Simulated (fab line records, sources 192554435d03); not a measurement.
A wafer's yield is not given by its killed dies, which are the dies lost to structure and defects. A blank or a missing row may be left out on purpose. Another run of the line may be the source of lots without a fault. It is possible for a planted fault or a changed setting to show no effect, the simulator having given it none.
fab line records	flow n5-finfet	part 2 of 2: steps 21 to 25 of 25
record: lots: 5	wafers: 15	last-day: 16
route steps=1938 shown MOL_CONTACT_COAG@585
lots untouched by any fault: they come from a run of this same line in which no faults occurred
start-h: hours from the record's first day to the start of the lot's first wafer shown	wait-h: hours from the lot's prior step to this one	" unchanged from the row above	L1.1+2: one row covering several wafers at once	- either no value or no given start	* or withheld: withheld	< > ~ a bound
route shown NAME@n: a module of which the file shows steps, and the number in the route of the first	usual: mean/standard deviation of fault-free wafers	same: alike in all rows	chamber/n: place in a boat	sites: readings site by site	_std_site: standard deviation of those values	_edge_site: mean of outer sites minus mean of inner sites	radius-mm: for every site, how far away it sits from the centre of the wafer	mask NAME#n: copy n	behind: the tool/chamber that last shaped the wafer	hold: why the lot went on hold/how many hours it stayed there/how the hold came to an end	device: whichever transistor did not switch (one of n, p or np)	end of line: tests of these same wafers at the route's end	a step with no rows: only its recipe	killed: dies lost to structure and defects at the first sort, not the wafer's yield	map: per-die view of a wafer (x killed, . not killed, _ where there is no die)
set.NAME: the setting that was run; set.NAME@STEP: the one run at that earlier step	model.NAME: the simulator's own value behind a step, which no gauge read
certain route steps with their lots: each step a table, each wafer a row
services: from which hour (start-h, from the record's first day; less than 0 if before it) a tool's chamber was out of use, for how many hours, and why
== steps ==
step: N5_MOL_CONTACT_COAG_DESCUM_45
recipe: chemistry: O2	time-s: 7	source-power-w: 50	bias-power-w: 20	pressure-mtorr: 20	rf-frequency-hz: 2.712e+07	temp-c: 40	resist: CAR-EUV	o2-flow-sccm: 225
usual: drypump-motor-current-A: 5.8/0.35	oes-product-au: 0.83/0.095	rf-fwd-power-W: 49.24/0.24	rf-vpp-V: 243.4/1.4	showerhead-plenum-p-Torr: 2.10/0.079	throttle-valve-pct: 20.41/0.17
lot.wafer	tool	chamber	start-h	wait-h	drypump-motor-current-A	oes-product-au	rf-fwd-power-W	rf-hours-counter-h	rf-vpp-V	showerhead-plenum-p-Torr	throttle-valve-pct
L074.2	rie-diel-01	1	106.38	0.6	5.9	0.83	49.30	76	245.8	2.23	20.39
L074.4	"	3	"	"	5.1	0.66	49.38	235	241.1	1.97	20.57
L074.6	"	0	"	"	6.2	0.81	49.48	-	244.9	2.09	20.35
L079.1	rie-diel-05	2	134.58	0.1	5.9	0.96	49.07	13	243.2	2.04	20.60
L079.2	"	0	"	"	5.8	0.74	49.32	176	243.5	2.06	20.20
L079.5	"	3	"	"	5.3	0.98	49.47	-	241.8	2.03	20.51
L084.2	rie-diel-01	1	159.63	0.7	5.9	0.79	49.13	100	244.5	2.22	20.44
L084.5	"	1	"	"	5.9	0.79	49.12	-	245.7	2.22	20.42
L084.6	"	0	"	"	6.2	0.78	49.48	-	243.3	2.09	20.37
L085.1	rie-diel-01	1	171.67	0.0	5.9	0.79	49.07	107	245.1	2.22	20.44
L085.2	"	2	"	"	6.2	0.97	48.77	11	243.6	2.12	20.26
L085.4	"	1	"	"	5.9	0.79	49.18	-	244.9	2.22	20.45
L089.1	rie-diel-01	3	194.97	0.5	5.1	0.94	49.57	6	245.9	2.23	20.11
L089.3	"	0	"	"	6.2	0.77	49.15	133	243.5	2.08	20.40
L089.5	"	0	"	"	6.2	0.77	49.37	-	243.1	2.08	20.39
step: N5_MOL_CONTACT_COAG_ETCH_65
recipe: chemistry: N2/H2	target: underlayer	target-depth-a: 130	mask-material: CAR-EUV	time-s: 10.4	ion-energy-ev: 200	pressure-mtorr: 30	source-w: 840	bias-w: 150	n2-flow-sccm: 200	h2-flow-sccm: 200	ends: cleared
usual: drypump-motor-current-A: 5.8/0.35	etch-rf-on-time-s: 10.1/0.33	oes-product-au: 0.72/0.084	rf-fwd-power-W: 819.5/2.6	rf-vpp-V: 524.4/2.5	showerhead-plenum-p-Torr: 2.56/0.086	throttle-valve-pct: 17.82/0.24
lot.wafer	tool	chamber	start-h	wait-h	drypump-motor-current-A	etch-rf-on-time-s	oes-product-au	rf-fwd-power-W	rf-hours-counter-h	rf-vpp-V	showerhead-plenum-p-Torr	throttle-valve-pct
L074.2	rie-diel-01	1	106.42	0.0	5.9	10.5	0.70	815.6	76	528.5	2.67	17.55
L074.4	"	3	"	"	5.1	10.4	0.57	820.8	235	520.2	2.40	18.01
L074.6	"	0	"	"	6.2	9.9	0.73	816.6	-	525.3	2.55	17.77
L079.1	rie-diel-05	2	134.61	0.0	5.8	9.8	0.83	819.7	13	523.5	2.52	18.31
L079.2	"	0	"	"	5.8	10.5	0.64	815.0	176	523.8	2.52	17.80
L079.5	"	3	"	"	5.3	9.6	0.87	822.0	-	523.4	2.49	17.97
L084.2	rie-diel-01	1	159.66	0.0	5.9	10.7	0.67	816.2	100	528.2	2.66	17.63
L084.5	"	1	"	"	5.9	10.6	0.68	821.4	-	527.9	2.66	17.63
L084.6	"	0	"	"	6.2	9.8	0.70	820.3	-	523.0	2.54	17.83
L085.1	rie-diel-01	1	171.71	0.0	5.9	10.5	0.67	820.0	107	527.8	2.66	17.64
L085.2	"	2	"	"	6.2	9.9	0.84	819.1	11	524.2	2.59	17.70
L085.4	"	1	"	"	5.9	10.7	0.67	821.9	-	526.8	2.66	17.64
L089.1	rie-diel-01	3	195.00	0.0	5.1	10.2	0.82	814.6	6	526.9	2.71	17.55
L089.3	"	0	"	"	6.2	9.9	0.69	818.1	133	523.9	2.53	17.84
L089.5	"	0	"	"	6.2	10.0	0.67	817.5	-	524.4	2.53	17.85
step: N5_MOL_CONTACT_COAG_ETCH_66
recipe: chemistry: CF4	target: SiARC	target-depth-a: 130	mask-material: CAR-EUV	time-s: 21.7	ion-energy-ev: 80	pressure-mtorr: 40	source-w: 545	bias-w: 36	Ar_flow_sccm: 100	cf4-flow-sccm: 100	ends: cleared
usual: drypump-motor-current-A: 5.8/0.35	etch-rf-on-time-s: 21.1/0.62	oes-product-au: 0.72/0.083	rf-fwd-power-W: 531.3/1.9	rf-vpp-V: 184.3/1.3	showerhead-plenum-p-Torr: 2.16/0.065	throttle-valve-pct: 15.63/0.21
lot.wafer	tool	chamber	start-h	wait-h	drypump-motor-current-A	etch-rf-on-time-s	oes-product-au	rf-fwd-power-W	rf-hours-counter-h	rf-vpp-V	showerhead-plenum-p-Torr	throttle-valve-pct
L074.2	rie-diel-01	1	106.44	0.0	5.9	21.8	0.71	529.9	76	185.0	2.23	15.32
L074.4	"	3	"	"	5.1	21.8	0.57	531.8	235	182.8	2.02	15.77
L074.6	"	0	"	"	6.2	20.7	0.72	529.8	-	183.8	2.18	15.75
L079.1	rie-diel-05	2	134.63	0.0	5.8	20.4	0.84	528.5	13	181.1	2.12	15.84
L079.2	"	0	"	"	5.8	21.5	0.64	534.3	176	184.8	2.11	15.53
L079.5	"	3	"	"	5.3	20.3	0.86	528.8	-	183.3	2.10	15.72
L084.2	rie-diel-01	1	159.68	0.0	5.9	22.4	0.67	533.3	100	184.7	2.23	15.38
L084.5	"	1	"	"	5.9	22.4	0.67	533.5	-	185.0	2.23	15.38
L084.6	"	0	"	"	6.2	20.9	0.69	532.5	-	184.9	2.17	15.81
L085.1	rie-diel-01	1	171.73	0.0	5.9	22.2	0.67	528.5	107	186.0	2.22	15.40
L085.2	"	2	"	"	6.2	20.9	0.83	534.0	11	184.9	2.20	15.54
L085.4	"	1	"	"	5.9	22.2	0.67	527.8	-	187.2	2.22	15.39
L089.1	rie-diel-01	3	195.02	0.0	5.1	21.3	0.82	535.1	6	184.5	2.27	15.28
L089.3	"	0	"	"	6.2	20.7	0.69	530.2	133	183.9	2.17	15.80
L089.5	"	0	"	"	6.2	21.0	0.68	528.1	-	184.2	2.16	15.83
step: N5_MOL_CONTACT_COAG_ALD_133
recipe: material: SiO2	target-thk-a: 50	temp-c: 100	ald-precursor-family: BDEAS	ald-co-reactant: O2-plasma	pulse-time-s: 1	co-reactant-pulse-time-s: 1	purge-time-s: 2	co-reactant-purge-time-s: 2	ald-cycles: 35	pressure-torr: 2
usual: heater-power-w: 76/4.4	precursor-pulse-height-rel: 0.999/0.019
same: pulse-time-s: 1
lot.wafer	tool	chamber	start-h	wait-h	heater-power-w	precursor-pulse-height-rel
L074.2	ald-sin-03	0	106.80	0.3	68	1.009
L074.4	"	3	"	"	75	0.976
L074.6	"	2	"	"	83	0.996
L079.1	ald-sin-01	3	134.71	0.1	79	1.005
L079.2	"	2	"	"	77	1.001
L079.5	"	0	"	"	74	0.989
L084.2	ald-sin-01	3	159.76	0.1	80	1.010
L084.5	"	0	"	"	75	0.999
L084.6	"	3	"	"	80	1.012
L085.1	ald-sin-03	0	172.05	0.3	68	1.034
L085.2	"	1	"	"	70	1.026
L085.4	"	2	"	"	84	1.012
L089.1	ald-sin-01	3	195.10	0.1	78	0.996
L089.3	"	2	"	"	77	1.018
L089.5	"	3	"	"	80	0.982
step: N5_MOL_CONTACT_COAG_ETCHBACK_134
recipe: chemistry: CHF3	target: SiO2	target-depth-a: 100	time-s: 6.7	ion-energy-ev: 200	pressure-mtorr: 30	source-w: 610	bias-w: 170	Ar_flow_sccm: 200	CHF3_flow_sccm: 50
usual: drypump-motor-current-A: 5.8/0.32	oes_ar_750_au: 0.83/0.098	oes_f_703_au: 0.84/0.099	oes-product-au: 0.84/0.1	rf-fwd-power-W: 600.7/2.8	rf-vpp-V: 523/8.5	showerhead-plenum-p-Torr: 2.40/0.076	throttle-valve-pct: 18.78/0.2
lot.wafer	tool	chamber	start-h	wait-h	drypump-motor-current-A	oes_ar_750_au	oes_f_703_au	oes-product-au	rf-fwd-power-W	rf-hours-counter-h	rf-vpp-V	showerhead-plenum-p-Torr	throttle-valve-pct
L074.2	rie-diel-05	1	107.11	0.2	5.8	0.89	0.88	0.92	601.4	27	520	2.45	18.46
L074.4	"	3	"	"	5.3	0.69	0.71	0.67	604.2	249	523	2.32	19.27
L074.6	"	3	"	"	5.3	0.68	0.70	0.68	603.5	-	524	2.32	19.28
L079.1	rie-diel-05	3	134.89	0.1	5.3	0.98	1.00	1.00	601.9	2	523	2.32	18.80
L079.2	"	0	"	"	5.8	0.75	0.75	0.74	602.7	176	520	2.34	18.58
L079.5	"	1	"	"	5.8	0.89	0.86	0.90	603.1	-	519	2.44	18.48
L084.2	rie-diel-03	0	159.96	0.1	5.5	0.71	0.72	0.71	604.4	187	536	2.45	19.07
L084.5	"	0	"	"	5.6	0.71	0.72	0.72	600.5	-	537	2.45	19.07
L084.6	"	3	"	"	5.6	0.87	0.89	0.85	605.9	-	513	2.43	18.63
L085.1	rie-diel-01	2	172.23	0.1	6.2	0.97	0.96	0.98	595.2	12	533	2.46	18.81
L085.2	"	1	"	"	5.9	0.78	0.78	0.80	598.8	107	536	2.50	18.65
L085.4	"	1	"	"	5.9	0.78	0.78	0.79	596.3	-	536	2.50	18.65
L089.1	rie-diel-03	2	195.56	0.4	5.7	0.73	0.73	0.75	596.6	174	508	2.29	18.75
L089.3	"	0	"	"	5.6	0.70	0.71	0.71	599.4	202	536	2.44	19.08
L089.5	"	0	"	"	5.5	0.70	0.71	0.71	601.4	-	535	2.44	19.09
== services ==
tool	chamber	start-h	hours	kind
plasma-asher-02	-	84.93	11.0	repair
ald-sin-01	-	85.30	14.0	pm
rie-diel-01	-	87.14	1.0	repair
rie-diel-05	2	88.44	-	clean
rie-diel-05	2	88.44	-	consumable-replace:focus-ring
ald-sin-03	1	94.06	38.2	repair
ald-sin-01	1	103.98	88.0	repair
rie-diel-05	3	109.75	-	clean
rie-diel-05	3	109.75	-	consumable-replace:focus-ring
rie-diel-05	3	109.75	20.4	scheduled-down
rie-diel-05	3	109.75	20.4	vent-cycle
euv-scanner-02	-	122.40	4.6	pm
euv-scanner-02	-	134.03	1.0	pm
rie-diel-01	2	134.57	-	clean
rie-diel-01	2	134.57	-	consumable-replace:esc
euv-scanner-01	-	135.33	1.0	pm
rie-diel-01	-	141.22	1.0	repair
rie-diel-05	-	143.37	14.6	pm
euv-scanner-02	-	148.81	0.5	repair
rie-diel-03	3	149.91	2.5	repair
ald-sin-03	2	160.21	7.0	repair
rie-diel-05	-	180.40	15.6	pm
euv-scanner-02	-	190.18	1.0	pm
euv-scanner-01	-	191.48	1.0	pm
